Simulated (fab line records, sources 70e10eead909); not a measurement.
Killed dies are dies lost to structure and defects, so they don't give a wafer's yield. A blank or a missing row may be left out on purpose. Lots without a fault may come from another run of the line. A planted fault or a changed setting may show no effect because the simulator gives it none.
fab line records | flow nand_harc
record lots=12 wafers=36 last_day=33
route steps=1302 shown P_START@1 P_ZERO_WELL@27 P_STI@89
lots that met no fault: from a run of the same line without faults
start_h: hours from the record's first day to the start of the lot's first wafer shown | wait_h: hours since the lot's step before | " the same as in the row above | L1.1+2: a row that stands for several wafers | - no value, or no start given | * or withheld: withheld | < > ~ a bound
route shown NAME@n: a module of which the file shows steps, and the number in the route of the first | usual: mean/standard deviation of fault-free wafers | same: alike in all rows | chamber/n: place in a boat | sites: the reading at each site | _std_site: their standard deviation | _edge_site: outer sites' mean less inner sites' | radius_mm: how far each site lies from the wafer's centre | mask NAME#n: copy n | behind: the tool/chamber that last shaped the wafer | hold: why the lot was held/for how many hours/how that ended | device: the transistor (n, p or np) that didn't switch | end of line: the same wafers' tests at the end of the route | a step without rows: its recipe alone | killed: dies lost to structure and defects at the first sort, not the wafer's yield | map: a wafer's dies, x killed, . not, _ none there
set.NAME: the setting as run; set.NAME@STEP: as run at that earlier step | model.NAME: the simulator's own value behind a step, which no gauge read
steps of the route over a sample of lots; a table a step, a row a wafer
services: from which hour (start_h, from the record's first day; less than 0 if before it) a tool's chamber was out of use, for how many hours, and why
## steps
# step NHARC_P_START_INSPECT_01
# usual raw_defect_count=3.6/1.9
# columns lot.wafer tool chamber start_h wait_h raw_defect_count
L735.2 defect_inspect-01 - 20.04 - 6
L735.3 " - " " 3
L735.5 " - " " 4
L736.2 defect_inspect-01 - 30.04 - 3
L736.3 " - " " 0
L736.5 " - " " 1
L737.3 defect_inspect-01 - 40.04 - 2
L737.5 " - " " 3
L737.6 " - " " 3
L738.2 defect_inspect-02 - 50.04 - 2
L738.4 " - " " 3
L738.6 " - " " 6
L739.3 defect_inspect-01 - 60.05 - 2
L739.4 " - " " 8
L739.5 " - " " 7
L740.2 defect_inspect-01 - 70.04 - 7
L740.5 " - " " 4
L740.6 " - " " 3
L741.3 defect_inspect-01 - 80.04 - 5
L741.4 " - " " 2
L741.6 " - " " 5
L742.2 defect_inspect-01 - 90.04 - 4
L742.4 " - " " 3
L742.6 " - " " 2
L755.1 defect_inspect-02 - 220.04 - 4
L755.3 " - " " 1
L755.6 " - " " 4
L756.1 defect_inspect-01 - 230.04 - 3
L756.4 " - " " 1
L756.5 " - " " 2
L757.2 defect_inspect-02 - 240.04 - 4
L757.4 " - " " 5
L757.5 " - " " 4
L758.1 defect_inspect-01 - 250.04 - 1
L758.3 " - " " 2
L758.5 " - " " 5
# step NHARC_P_ZERO_WELL_PEB_22
# recipe peb_temp_c=118 peb_time_s=85
# usual heater_power_total_W=163.98/0.28 plate_temp_C=117.98/0.13
# columns lot.wafer tool chamber start_h wait_h heater_power_total_W plate_temp_C
L735.2 litho_track-02 0 22.54 0.1 164.10 118.16
L735.3 " 0 " " 163.66 118.08
L735.5 " 0 " " 164.38 118.27
L736.2 litho_track-07 0 32.49 0.1 164.17 117.93
L736.3 " 0 " " 164.15 117.88
L736.5 " 0 " " 163.74 117.80
L737.3 litho_track-05 0 42.49 0.1 163.98 117.94
L737.5 " 0 " " 164.43 117.93
L737.6 " 0 " " 163.65 117.88
L738.2 litho_track-07 0 52.36 0.1 163.65 117.90
L738.4 " 0 " " 164.20 117.91
L738.6 " 0 " " 164.23 117.83
L739.3 litho_track-05 0 62.50 0.1 163.67 118.08
L739.4 " 0 " " 163.76 118.24
L739.5 " 0 " " 163.68 118.01
L740.2 litho_track-05 0 72.52 0.1 163.69 117.94
L740.5 " 0 " " 164.43 118.28
L740.6 " 0 " " 164.08 117.85
L741.3 litho_track-02 0 82.51 0.0 163.99 117.95
L741.4 " 0 " " 164.16 117.94
L741.6 " 0 " " 164.39 118.02
L742.2 litho_track-07 0 92.61 0.1 163.69 118.02
L742.4 " 0 " " 163.79 118.14
L742.6 " 0 " " 163.95 118.01
L755.1 litho_track-07 0 222.51 0.1 155.66 113.64
L755.3 " 0 " " 156.16 113.85
L755.6 " 0 " " 155.96 113.89
L756.1 litho_track-07 0 232.42 0.1 155.94 113.78
L756.4 " 0 " " 156.29 113.58
L756.5 " 0 " " 156.38 113.81
L757.2 litho_track-02 0 242.49 0.1 163.64 118.09
L757.4 " 0 " " 164.28 118.05
L757.5 " 0 " " 163.85 118.09
L758.1 litho_track-05 0 252.36 0.1 163.74 117.94
L758.3 " 0 " " 163.74 117.87
L758.5 " 0 " " 163.70 117.98
# step NHARC_P_ZERO_WELL_CD_MEAS_24
# recipe target_cd_nm=720 landing_energy_ev=500
# usual cd_nm=719.9/2
# columns lot.wafer tool chamber start_h wait_h cd_nm
L735.2 cd_sem-01 0 22.63 - 718.4
L735.3 " 0 " " 721.0
L735.5 " 0 " " 715.4
L736.2 cd_sem-03 0 32.58 - 718.7
L736.3 " 0 " " 717.6
L736.5 " 0 " " 718.3
L737.3 cd_sem-01 0 42.58 - 721.1
L737.5 " 0 " " 722.5
L737.6 " 0 " " 723.8
L738.2 cd_sem-01 0 52.45 - 718.7
L738.4 " 0 " " 718.9
L738.6 " 0 " " 718.3
L739.3 cd_sem-02 0 62.60 - 720.7
L739.4 " 0 " " 720.9
L739.5 " 0 " " 718.6
L740.2 cd_sem-01 0 72.61 - 720.6
L740.5 " 0 " " 719.4
L740.6 " 0 " " 720.1
L741.3 cd_sem-02 0 82.60 - 721.3
L741.4 " 0 " " 719.5
L741.6 " 0 " " 718.4
L742.2 cd_sem-03 0 92.70 - 718.3
L742.4 " 0 " " 717.9
L742.6 " 0 " " 717.4
L755.1 cd_sem-01 0 222.60 - 712.8
L755.3 " 0 " " 710.0
L755.6 " 0 " " 711.9
L756.1 cd_sem-01 0 232.51 - 710.3
L756.4 " 0 " " 711.1
L756.5 " 0 " " 709.8
L757.2 cd_sem-01 0 242.58 - 722.3
L757.4 " 0 " " 718.6
L757.5 " 0 " " 718.7
L758.1 cd_sem-03 0 252.45 - 720.5
L758.3 " 0 " " 721.5
L758.5 " 0 " " 721.1
# step NHARC_P_STI_ETCH_31
# recipe target_depth_a=1089 time_s=54.5 cf4_flow_sccm=100 chf3_flow_sccm=30 ar_flow_sccm=0 rf_w=500 bias_w=200 chemistry=CF4/CHF3
# usual cf4_flow_sccm=99.98/0.27 drypump_motor_current_A=5.9/0.49 mfc_ar_sccm=0.013/0.012 oes_product_au=0.960/0.017 rf_vpp_V=370.7/2.4 showerhead_plenum_p_Torr=1.58/0.069 throttle_valve_pct=16.802/0.0093
# columns lot.wafer tool chamber start_h wait_h cf4_flow_sccm drypump_motor_current_A mfc_ar_sccm oes_product_au rf_hours_counter_h rf_vpp_V showerhead_plenum_p_Torr throttle_valve_pct
L735.2 rie_diel-08 3 - - 100.38 5.6 0 0.970 1 372.3 1.59 16.826
L735.3 " 2 " " 99.78 5.4 0.009 0.947 1 374.5 1.69 16.815
L735.5 " 0 " " 100.27 6.7 0.027 0.989 - 370.7 1.60 16.797
L736.3 rie_diel-08 0 - - 100.26 6.7 0.027 0.984 2 371.3 1.60 16.789
L736.2 " 2 " " 100.09 5.4 0.009 0.948 2 374.9 1.68 16.805
L736.5 " 0 " " 99.99 6.7 0.027 0.989 - 371.9 1.60 16.787
L737.3 rie_diel-03 0 - - 99.56 5.4 0.018 0.937 9 369.0 1.47 16.804
L737.6 " 1 " " 100.52 5.4 0.026 0.961 - 373.4 1.68 16.807
L737.5 " 2 " " 99.86 5.5 0.029 0.975 - 368.1 1.53 16.805
L738.2 rie_diel-12 2 - - 100.01 5.6 0 0.941 10 366.6 1.49 16.801
L738.4 " 0 " " 99.58 6.2 0.029 0.972 9 369.4 1.54 16.802
L738.6 " 2 " " 99.70 5.6 0 0.948 - 367.9 1.49 16.794
L739.3 rie_diel-03 2 - - 100.00 5.5 0.029 0.961 16 369.0 1.53 16.800
L739.4 " 3 " " 99.87 6.4 0 0.949 13 370.4 1.61 16.802
L739.5 " 0 " " 100.02 5.4 0.018 0.947 - 367.5 1.47 16.769
L740.2 rie_diel-03 0 - - 99.77 5.4 0.018 0.955 12 367.6 1.47 16.788
L740.5 " 1 " " 100.37 5.5 0.026 0.962 - 374.3 1.68 16.815
L740.6 " 2 " " 99.77 5.5 0.029 0.969 - 369.2 1.53 16.823
L741.4 rie_diel-08 2 - - 100.02 5.4 0.009 0.949 4 374.5 1.68 16.814
L741.3 " 3 " " 100.50 5.6 0 0.982 4 369.8 1.59 16.794
L741.6 " 0 " " 100.09 6.7 0.027 0.997 - 370.9 1.60 16.790
L742.2 rie_diel-03 0 - - 99.60 5.4 0.018 0.960 0 366.7 1.47 16.798
L742.4 " 3 " " 100.18 6.4 0 0.968 0 371.7 1.61 16.796
L742.6 " 1 " " 99.75 5.4 0.026 0.957 - 373.5 1.67 16.807
L755.3 rie_diel-12 1 - - 99.65 5.5 0 0.976 9 367.9 1.47 16.811
L755.1 " 2 " " 100.25 5.5 0 0.968 8 368.1 1.49 16.797
L755.6 " 0 " " 99.85 6.1 0.029 0.971 - 370.0 1.54 16.806
L756.4 rie_diel-08 0 - - 100.17 6.6 0.027 0.978 3 371.9 1.60 16.794
L756.1 " 1 " " 99.87 6.5 0 0.958 3 370.9 1.62 16.806
L756.5 " 0 " " 99.80 6.6 0.027 0.976 - 372.8 1.60 16.810
L757.2 rie_diel-12 2 - - 100.11 5.5 0 0.965 8 367.6 1.49 16.794
L757.4 " 2 " " 99.43 5.5 0 0.957 - 366.7 1.49 16.794
L757.5 " 0 " " 99.94 6.2 0.029 0.972 - 368.7 1.54 16.809
L758.1 rie_diel-03 2 - - 99.67 5.5 0.029 0.930 13 369.5 1.53 16.807
L758.3 " 0 " " 99.79 5.4 0.018 0.938 15 367.4 1.47 16.800
L758.5 " 1 " " 100.19 5.4 0.026 0.946 - 374.4 1.67 16.794
# step NHARC_P_STI_OCD_MEAS_17
# usual trench_depth_nm=299/5.1 trench_foot_cd_nm=157.2/2.7
# columns lot.wafer tool chamber start_h wait_h trench_depth_nm trench_foot_cd_nm
L735.2 ocd-02 - 44.36 0.1 306 157.2
L735.3 " - " " 296 159.3
L735.5 " - " " 302 158.2
L736.2 ocd-01 - 55.31 0.1 297 158.4
L736.3 " - " " 293 153.3
L736.5 " - " " 291 158.6
L737.3 ocd-01 - 63.39 0.1 303 158.7
L737.5 " - " " 290 159.8
L737.6 " - " " 304 159.4
L738.2 ocd-02 - 75.90 0.1 301 160.4
L738.4 " - " " 296 158.0
L738.6 " - " " 297 158.1
L739.3 ocd-01 - 85.07 0.1 301 158.1
L739.4 " - " " 291 158.5
L739.5 " - " " 304 153.5
L740.2 ocd-02 - 95.21 0.1 298 158.0
L740.5 " - " " 301 153.9
L740.6 " - " " 303 153.1
L741.3 ocd-01 - 105.32 0.1 293 159.6
L741.4 " - " " 302 160.3
L741.6 " - " " 306 156.5
L742.2 ocd-01 - 117.12 0.1 302 160.1
L742.4 " - " " 302 160.4
L742.6 " - " " 300 159.9
L755.1 ocd-02 - 243.25 0.1 298 161.5
L755.3 " - " " 301 161.7
L755.6 " - " " 301 158.1
L756.1 ocd-01 - 255.26 0.1 298 150.8
L756.4 " - " " 304 153.8
L756.5 " - " " 301 151.3
L757.2 ocd-02 - 263.52 0.1 308 155.3
L757.4 " - " " 303 159.0
L757.5 " - " " 300 154.7
L758.1 ocd-02 - 273.82 0.1 307 155.8
L758.3 " - " " 298 159.4
L758.5 " - " " 305 157.1
## services
# columns tool chamber start_h hours kind
rie_diel-03 3 9.32 15.8 repair
rie_diel-08 - 13.89 9.0 pm
rie_diel-12 0 15.06 6.9 repair
litho_track-02 - 52.00 7.0 pm
rie_diel-12 - 57.47 1.2 repair
rie_diel-08 2 58.35 3.5 repair
rie_diel-12 1 64.36 6.3 repair
rie_diel-08 3 64.97 5.6 repair
litho_track-07 - 76.00 7.0 pm
rie_diel-08 2 88.60 5.7 repair
rie_diel-12 - 91.40 9.0 pm
rie_diel-03 - 104.30 9.0 pm
rie_diel-08 1 112.76 9.3 repair
rie_diel-08 3 116.18 9.3 repair
litho_track-05 - 124.00 7.0 pm
rie_diel-03 1 137.50 13.3 repair
rie_diel-08 2 148.76 3.6 repair
rie_diel-12 2 177.44 4.0 repair
rie_diel-12 3 178.27 6.6 repair
rie_diel-08 - 190.89 9.0 pm
litho_track-02 - 227.00 7.0 pm
litho_track-07 - 251.00 7.0 pm
rie_diel-12 1 253.92 16.9 repair
rie_diel-12 - 268.40 9.0 pm
## key
first_sign step=NHARC_P_ZERO_WELL_PEB_22 reading=plate_temp_C direction=down sigmas=32 usual=* struck=*
effect step=NHARC_P_ZERO_WELL_PEB_22 reading=heater_power_total_W direction=down sigmas=28 usual=* struck=*
effect step=NHARC_P_ZERO_WELL_CD_MEAS_24 reading=cd_nm direction=down sigmas=4.6 usual=719.9 struck=711.0
met_at NHARC_P_ZERO_WELL_PEB_22
struck_lots L755,L756
tester_left_out L755,L756
not_acting_at NHARC_P_START_INSPECT_01,NHARC_P_STI_ETCH_31,NHARC_P_STI_OCD_MEAS_17
onset_between 92.61 222.51
fault kind=process_parameter_drift tool=litho_track-07 chamber=- onset_h=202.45 steps=NHARC_P_ZERO_WELL_PEB_22 channel=peb_temp_c offset=* shape=step end_h=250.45 acts_in=* stated=*
# tester_left_out: of these lots the tester's yield and bins aren't shown, on N5 and GAA mostly nor the transistor test; their killed dies are dies lost to structure and defects alone, not to doping, threshold or leakage, so they don't give the yield
